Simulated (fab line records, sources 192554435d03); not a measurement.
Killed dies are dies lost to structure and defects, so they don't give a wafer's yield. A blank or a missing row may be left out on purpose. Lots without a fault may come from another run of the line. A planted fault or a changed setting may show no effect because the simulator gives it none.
A struck lot beside a sound one | flow n5_finfet | 35 steps out of a route of 1938
Sound: wafers L260.2, L260.4, L260.5. Struck: wafers L263.3, L263.5, L263.6. The cause comes at the end.
At each step with rows: each side's tool, then ch and its chambers, then its first start. Under that, the readings that differ: sound wafers | struck wafers | difference of the means | sigmas: that difference in standard deviations of wafers without a fault.
alike: readings whose means differ by less than 2 such deviations, and words and numbers that are the same on both sides. not compared: withheld readings, readings that some wafer has no value for, bounds like >300 that may hide the same value, and numbers for which the record gives no deviation and whose values overlap.
The two part at a step that has a row with sigmas, a row that says differs or no value, or rows on one side only. Numbers that don't overlap but have no deviation are shown without sigmas and don't part them. A reading that every wafer of one side lacks parts them only if that side has two wafers or more.

first, 10 steps without rows for these wafers: N5_BEOL_M2_STRIP_36 (strips in N2/H2); N5_BEOL_M2_TRENCH_ETCH_37 (etches SiOC in C4F6/O2, target depth 55.555 nm, time 29.2 s); N5_BEOL_M2_ETCH_41 (etches SiCN in CH3F/O2, target depth 29.9 nm, time 52.5 s); N5_BEOL_M2_STRIP_97 (strips in N2/H2, time 10 s); N5_BEOL_M2_HM_STRIP_39 (strips TiN in peroxide tin strip, target depth 25 nm, time 158 s); N5_BEOL_M2_SRD_40 (time 30 s); N5_BEOL_M2_PRECLEAN_42 (cleans in residue remover, time 60 s); N5_BEOL_M2_SRD_43 (time 30 s); N5_BEOL_M2_DEGAS_44 (time 60 s); N5_BEOL_M2_PRE_CLEAN_45 (time 30 s).
N5_BEOL_M2_ALD_84: deposits TaN, pulse time 2 s, purge time 3 s, co reactant purge time 2 s.
  sound on ald_metal-04 ch 0,2,3, day 10 16:52; struck on ald_metal-03 ch 0,1,3, day 11 19:52
  no value came back on the struck wafers for ald_cycles, chamber_pressure_Torr (Torr), heater_power_w (W); on the sound wafers ald_cycles reads 30 30 30
then, 21 steps without rows for these wafers: N5_BEOL_M2_SURFACE_TREAT_85; N5_BEOL_M2_CVD_47 (deposits Co from CCTBA/H2, target thk 3 nm, time 223.8 s); N5_BEOL_M2_SPUTTER_48 (material Cu, target thk 4.5 nm, time 8.29 s); N5_BEOL_M2_ANNEAL_49 (time 240 s); N5_BEOL_M2_SPUTTER_79 (material Cu, target thk 4.5 nm, time 8.29 s); N5_BEOL_M2_ANNEAL_80 (time 240 s); N5_BEOL_M2_SPUTTER_81 (material Cu, target thk 4.5 nm, time 8.29 s); N5_BEOL_M2_ANNEAL_82 (time 240 s); N5_BEOL_M2_SPUTTER_86 (material Cu, target thk 4.5 nm, time 8.29 s); N5_BEOL_M2_ANNEAL_87 (time 240 s); N5_BEOL_M2_SPUTTER_88 (material Cu, target thk 4.5 nm, time 8.29 s); N5_BEOL_M2_ANNEAL_89 (time 240 s); N5_BEOL_M2_SPUTTER_90 (material Cu, target thk 4.5 nm, time 8.29 s); N5_BEOL_M2_ANNEAL_91 (time 240 s); N5_BEOL_M2_SPUTTER_92 (material Cu, target thk 4.5 nm, time 8.29 s); N5_BEOL_M2_ANNEAL_93 (time 240 s); N5_BEOL_M2_SPUTTER_94 (material Cu, target thk 4.5 nm, time 8.29 s); N5_BEOL_M2_ANNEAL_95 (time 240 s); N5_BEOL_M2_SPUTTER_96 (material Cu, target thk 4.5 nm, time 8.29 s); N5_BEOL_M2_ECD_50 (material Cu, target thk 300 nm); N5_BEOL_M2_ANNEAL_51 (time 90 s).
N5_BEOL_M2_CMP_52: polishes, stops on SiOC, t overpolish 6.8 s, target thk 40 nm.
  sound on cmp-03 ch 0,1,3, day 10 23:45; struck on cmp-04 ch 1,2,3, day 11 22:47
  reading                      | sound          | struck         | difference | sigmas
  barrier_field_endpoint_s (s) | 25.0 25.3 25.3 | 23.3 22.7 23.6 | -2.0       | -4
  alike: motor_current_A
N5_BEOL_M4_RC_MEAS_101:
  the record has rows for the sound wafers here (prober-01 ch 0, day 12 02:37) and none for the struck ones
-- the record jumps here: 5 days lie between the struck wafers' starts before and after (it left off in module BEOL_M4 and takes up again in module PASSIVATION, whose first step shown is number 1936 of the route) --
N5_PASSIVATION_PROBE_49:
  sound on prober-02, day 16 00:08; struck on prober-02, day 16 23:13
  reading                  | sound          | struck            | difference | sigmas
  defect_limited_yield (%) | 93.1 90.1 89.6 | 0 0 0             | -91        | -57
  killed_at_M0_to_M3       | 31 40 39       | 1109 1118 1093    | +1070      | +99 or more
  killed_dies              | 82 117 123     | 1180 1180 1180    | +1073      | +56
  killed_on_rim            | 6 15 20        | 152 152 152       | +138       | +34
  sort_bin_4_leakage (%)   | 0 0 0          | 91.61 92.46 90.25 | +91.44     |
  sort_n_pass              | 1098 1063 1057 | 0 0 0             | -1073      | -56
  sort_yield_pct (%)       | 93.1 90.1 89.6 | 0 0 0             | -91        | -57
  alike: killed_at_M4_up, killed_at_contacts, killed_at_front_end, killed_at_other, killed_open, killed_short, sort_bin_5_function, sort_bin_6_memory

WHERE THEY PART
First at N5_BEOL_M2_ALD_84; last, within this record, at N5_PASSIVATION_PROBE_49.

WHY: what the simulator had put in
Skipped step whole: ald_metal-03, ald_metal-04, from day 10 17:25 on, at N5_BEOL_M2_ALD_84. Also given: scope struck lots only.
